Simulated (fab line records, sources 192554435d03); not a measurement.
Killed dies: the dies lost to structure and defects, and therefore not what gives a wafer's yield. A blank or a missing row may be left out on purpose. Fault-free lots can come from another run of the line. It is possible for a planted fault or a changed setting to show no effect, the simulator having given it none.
Split-lot study / flow n5Finfet / 7 lots, 36 wafers read, on a route of 1938 steps

## THE SPLIT ITSELF
At N5_BEOL_M2_TRENCH_ETCH_37 (etches SiOC in C4F6/O2, target depth 55.555 nm, time 29.2 s), the setting targetDepthA was moved away from the recipe's 555.55 angstrom on 8 of the 36 wafers read, by -52.9% to +17.2%. The other wafers ran this setting at the recipe's value.

## FROM THE SPLIT TO THE READING: what the file shows between them, 5 steps
- N5_BEOL_M2_ETCH_41: etches SiCN in CH3F/O2, target depth 29.9 nm, time 52.5 s
- N5_BEOL_M2_STRIP_97: strips in N2/H2, time 10 s
- N5_BEOL_M2_ECD_50: material Cu, target thk 300 nm
- N5_BEOL_M2_ANNEAL_51: time 90 s
- N5_BEOL_M2_CMP_52: polishes, stops on SiOC, t overpolish 6.8 s, target thk 40 nm

## THE READING
M2_THK, in nm, at N5_BEOL_M2_THK_MEAS_53 (measures by xrf). A value of 39.4 nm with a standard deviation of 1.9 nm is what fault-free wafers of this fab line usually give.

wafer=L074.1; tool, chamber at the split=rieDiel-02, 1; targetDepthA as run, angstrom=555.55; against the recipe=recipe; M2_THK, nm=38.0; against lot-mates on the recipe=-
wafer=L074.2; tool, chamber at the split=rieDiel-02, 2; targetDepthA as run, angstrom=555.55; against the recipe=recipe; M2_THK, nm=42.4; against lot-mates on the recipe=-
wafer=L074.3; tool, chamber at the split=rieDiel-02, 3; targetDepthA as run, angstrom=555.55; against the recipe=recipe; M2_THK, nm=40.6; against lot-mates on the recipe=-
wafer=L074.4; tool, chamber at the split=rieDiel-02, 0; targetDepthA as run, angstrom=555.55; against the recipe=recipe; M2_THK, nm=38.2; against lot-mates on the recipe=-
wafer=L074.5; tool, chamber at the split=rieDiel-02, 2; targetDepthA as run, angstrom=555.55; against the recipe=recipe; M2_THK, nm=43.0; against lot-mates on the recipe=-
wafer=L074.6; tool, chamber at the split=rieDiel-02, 3; targetDepthA as run, angstrom=555.55; against the recipe=recipe; M2_THK, nm=40.3; against lot-mates on the recipe=-
wafer=L080.1; tool, chamber at the split=rieDiel-02, 2; targetDepthA as run, angstrom=266; against the recipe=-52.1%; M2_THK, nm=12.3; against lot-mates on the recipe=-26.7
wafer=L080.2; tool, chamber at the split=rieDiel-02, 3; targetDepthA as run, angstrom=555.55; against the recipe=recipe; M2_THK, nm=42.4; against lot-mates on the recipe=-
wafer=L080.3; tool, chamber at the split=rieDiel-02, 1; targetDepthA as run, angstrom=555.55; against the recipe=recipe; M2_THK, nm=38.0; against lot-mates on the recipe=-
wafer=L080.4; tool, chamber at the split=rieDiel-02, 0; targetDepthA as run, angstrom=266; against the recipe=-52.1%; M2_THK, nm=11.1; against lot-mates on the recipe=-27.9
wafer=L080.5; tool, chamber at the split=rieDiel-02, 1; targetDepthA as run, angstrom=555.55; against the recipe=recipe; M2_THK, nm=36.7; against lot-mates on the recipe=-
wafer=L080.6; tool, chamber at the split=rieDiel-02, 0; targetDepthA as run, angstrom=266; against the recipe=-52.1%; M2_THK, nm=9.9; against lot-mates on the recipe=-29.1
wafer=L086.2; tool, chamber at the split=rieDiel-02, 3; targetDepthA as run, angstrom=555.55; against the recipe=recipe; M2_THK, nm=39.4; against lot-mates on the recipe=-
wafer=L086.3; tool, chamber at the split=rieDiel-02, 1; targetDepthA as run, angstrom=555.55; against the recipe=recipe; M2_THK, nm=36.6; against lot-mates on the recipe=-
wafer=L086.6; tool, chamber at the split=rieDiel-02, 0; targetDepthA as run, angstrom=555.55; against the recipe=recipe; M2_THK, nm=37.4; against lot-mates on the recipe=-
wafer=L090.1; tool, chamber at the split=rieDiel-03, 1; targetDepthA as run, angstrom=651.3; against the recipe=+17.2%; M2_THK, nm=49.6; against lot-mates on the recipe=+11.6
wafer=L090.4; tool, chamber at the split=rieDiel-03, 2; targetDepthA as run, angstrom=555.55; against the recipe=recipe; M2_THK, nm=38.0; against lot-mates on the recipe=-
wafer=L090.5; tool, chamber at the split=rieDiel-03, 1; targetDepthA as run, angstrom=651.3; against the recipe=+17.2%; M2_THK, nm=49.6; against lot-mates on the recipe=+11.6
wafer=L093.1; tool, chamber at the split=rieDiel-03, 1; targetDepthA as run, angstrom=555.55; against the recipe=recipe; M2_THK, nm=42.1; against lot-mates on the recipe=-
wafer=L093.2; tool, chamber at the split=rieDiel-03, 0; targetDepthA as run, angstrom=555.55; against the recipe=recipe; M2_THK, nm=37.2; against lot-mates on the recipe=-
wafer=L093.3; tool, chamber at the split=rieDiel-03, 2; targetDepthA as run, angstrom=555.55; against the recipe=recipe; M2_THK, nm=41.1; against lot-mates on the recipe=-
wafer=L093.4; tool, chamber at the split=rieDiel-03, 3; targetDepthA as run, angstrom=555.55; against the recipe=recipe; M2_THK, nm=41.6; against lot-mates on the recipe=-
wafer=L093.5; tool, chamber at the split=rieDiel-03, 0; targetDepthA as run, angstrom=555.55; against the recipe=recipe; M2_THK, nm=38.8; against lot-mates on the recipe=-
wafer=L093.6; tool, chamber at the split=rieDiel-03, 3; targetDepthA as run, angstrom=555.55; against the recipe=recipe; M2_THK, nm=41.9; against lot-mates on the recipe=-
wafer=L095.1; tool, chamber at the split=rieDiel-03, 3; targetDepthA as run, angstrom=261.6; against the recipe=-52.9%; M2_THK, nm=12.6; against lot-mates on the recipe=-25.6
wafer=L095.2; tool, chamber at the split=rieDiel-03, 2; targetDepthA as run, angstrom=261.6; against the recipe=-52.9%; M2_THK, nm=10.2; against lot-mates on the recipe=-28.0
wafer=L095.3; tool, chamber at the split=rieDiel-03, 0; targetDepthA as run, angstrom=261.6; against the recipe=-52.9%; M2_THK, nm=9.5; against lot-mates on the recipe=-28.7
wafer=L095.4; tool, chamber at the split=rieDiel-03, 1; targetDepthA as run, angstrom=555.55; against the recipe=recipe; M2_THK, nm=38.2; against lot-mates on the recipe=-
wafer=L095.5; tool, chamber at the split=rieDiel-03, 1; targetDepthA as run, angstrom=555.55; against the recipe=recipe; M2_THK, nm=38.4; against lot-mates on the recipe=-
wafer=L095.6; tool, chamber at the split=rieDiel-03, 2; targetDepthA as run, angstrom=555.55; against the recipe=recipe; M2_THK, nm=38.0; against lot-mates on the recipe=-
wafer=L097.1; tool, chamber at the split=rieDiel-02, 0; targetDepthA as run, angstrom=555.55; against the recipe=recipe; M2_THK, nm=39.1; against lot-mates on the recipe=-
wafer=L097.2; tool, chamber at the split=rieDiel-02, 3; targetDepthA as run, angstrom=555.55; against the recipe=recipe; M2_THK, nm=41.5; against lot-mates on the recipe=-
wafer=L097.3; tool, chamber at the split=rieDiel-02, 2; targetDepthA as run, angstrom=555.55; against the recipe=recipe; M2_THK, nm=42.3; against lot-mates on the recipe=-
wafer=L097.4; tool, chamber at the split=rieDiel-02, 1; targetDepthA as run, angstrom=555.55; against the recipe=recipe; M2_THK, nm=38.4; against lot-mates on the recipe=-
wafer=L097.5; tool, chamber at the split=rieDiel-02, 3; targetDepthA as run, angstrom=555.55; against the recipe=recipe; M2_THK, nm=40.8; against lot-mates on the recipe=-
wafer=L097.6; tool, chamber at the split=rieDiel-02, 2; targetDepthA as run, angstrom=555.55; against the recipe=recipe; M2_THK, nm=39.0; against lot-mates on the recipe=-

FIT RESULTS
A straight line over all 36 wafers: M2_THK changes by +0.548 nm for each +1% of targetDepthA; r = +0.99; the points scatter about the line by 1.8 nm.
The same after taking each lot's own level away (the mean of its wafers on the recipe; 36 wafers): +0.535 nm for each +1%; r = +0.99; scatter 1.7 nm.
The reading moves by 28 nm for the largest change in targetDepthA, on that fit.
The lots' own levels span 37.80 to 40.45 nm, that is 1.4 times the standard deviation above.
Consequently the slope shifts little with the lot-to-lot level, the two slopes agreeing.
Check: with one of the wafers moved furthest among these (-52.9%) left out of the fit, the line predicts -28.6 nm for it against its lot-mates. It came out at -25.6 nm against them.

## THESE WAFERS: OTHER SPLITS
Before the reading, these wafers also passed through other splits. Each is held against what the fit with the lots' levels taken away leaves over:
other split on the same wafers=N5_BEOL_M2_HM_DEP_02 targetThkA; wafers away from the commonest value=9; r with M2_THK (lot level and that fit taken away)=+0.15

## THE WHOLE CHAIN: every reading that the file lists as answering this split, in the file's order
step=N5_BEOL_M2_TRENCH_ETCH_37; what it does=etches SiOC in C4F6/O2, target depth 55.555 nm, time 29.2 s; reading=BEOL_M2.featureDepthNm (the simulator's own value, which no gauge read); change (the file's fit)=+0.552 nm for each +1% of the setting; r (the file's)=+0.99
step=N5_BEOL_M2_TRENCH_ETCH_37; what it does=etches SiOC in C4F6/O2, target depth 55.555 nm, time 29.2 s; reading=etch.depthNm (the simulator's own value, which no gauge read); change (the file's fit)=+0.551 nm for each +1% of the setting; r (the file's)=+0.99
step=N5_BEOL_M2_CMP_52; what it does=polishes, stops on SiOC, t overpolish 6.8 s, target thk 40 nm; reading=Cu_of_BEOL_M2_ECD_50.thkNm (the simulator's own value, which no gauge read); change (the file's fit)=+0.543 nm for each +1% of the setting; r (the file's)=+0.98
step=N5_BEOL_M2_THK_MEAS_53; what it does=measures by xrf; reading=M2_THK; change (the file's fit)=+0.531 for each +1% of the setting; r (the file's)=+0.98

## THE FILE'S OWN FIT
M2_THK changes by +0.531 nm for each +1% of targetDepthA, r = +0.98.
